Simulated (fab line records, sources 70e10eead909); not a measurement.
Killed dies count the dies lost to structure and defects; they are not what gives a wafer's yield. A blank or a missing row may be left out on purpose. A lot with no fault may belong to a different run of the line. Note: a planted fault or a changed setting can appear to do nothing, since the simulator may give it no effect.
Matching of chambers / flow nand_harc / NHARC_A_CHANNEL_FILL_D1_ETCHBACK_19 on rie_si-04 has 4 sister chambers
The step etches the open film in HBr/Cl2, target depth 5 nm, time 1.7 s. 4 wafers are shown with their chamber, then 7 later ones without.

== EACH WAFER AND ITS CHAMBER ==
wafer=L082.5; chamber=1; drypump_motor_current_A (A)=6.0
wafer=L086.5; chamber=3; drypump_motor_current_A (A)=6.6
wafer=L090.1; chamber=2; drypump_motor_current_A (A)=5.3
wafer=L090.2; chamber=0; drypump_motor_current_A (A)=6.3

== WAFERS WHOSE CHAMBER IS MISSING ==
wafer=L090.6; drypump_motor_current_A (A)=6.0
wafer=L095.2; drypump_motor_current_A (A)=6.7
wafer=L095.3; drypump_motor_current_A (A)=6.0
wafer=L095.5; drypump_motor_current_A (A)=6.4
wafer=L094.1; drypump_motor_current_A (A)=6.0
wafer=L094.4; drypump_motor_current_A (A)=6.7
wafer=L094.5; drypump_motor_current_A (A)=5.3

== WHICH CHAMBER EACH ONE RAN IN ==
wafer=L090.6; from the rows above=1; in truth=1
wafer=L095.2; from the rows above=3; in truth=3
wafer=L095.3; from the rows above=1; in truth=1
wafer=L095.5; from the rows above=can't be placed: 0 or 3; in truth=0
wafer=L094.1; from the rows above=1; in truth=1
wafer=L094.4; from the rows above=3; in truth=3
wafer=L094.5; from the rows above=2; in truth=2
Placed correctly: 6 of 7. Not placeable from these rows: 1 (in 1, the candidates include the true chamber). Wrongly placed: 0.
How it was worked out, from the rows above alone: a wafer's distance from a chamber is the root of the sum, over the readings, of the square of ((its reading less the chamber's mean) divided by the reading's scatter). The wafer belongs to the nearest chamber; if the next one is less than 2 further off, it can't be placed. For every chamber, the mean is computed from those of its wafers that are shown. The scatter (one wafer shown for each chamber): square how far every hidden wafer sits from the nearest shown wafer, average those squares and take the square root.
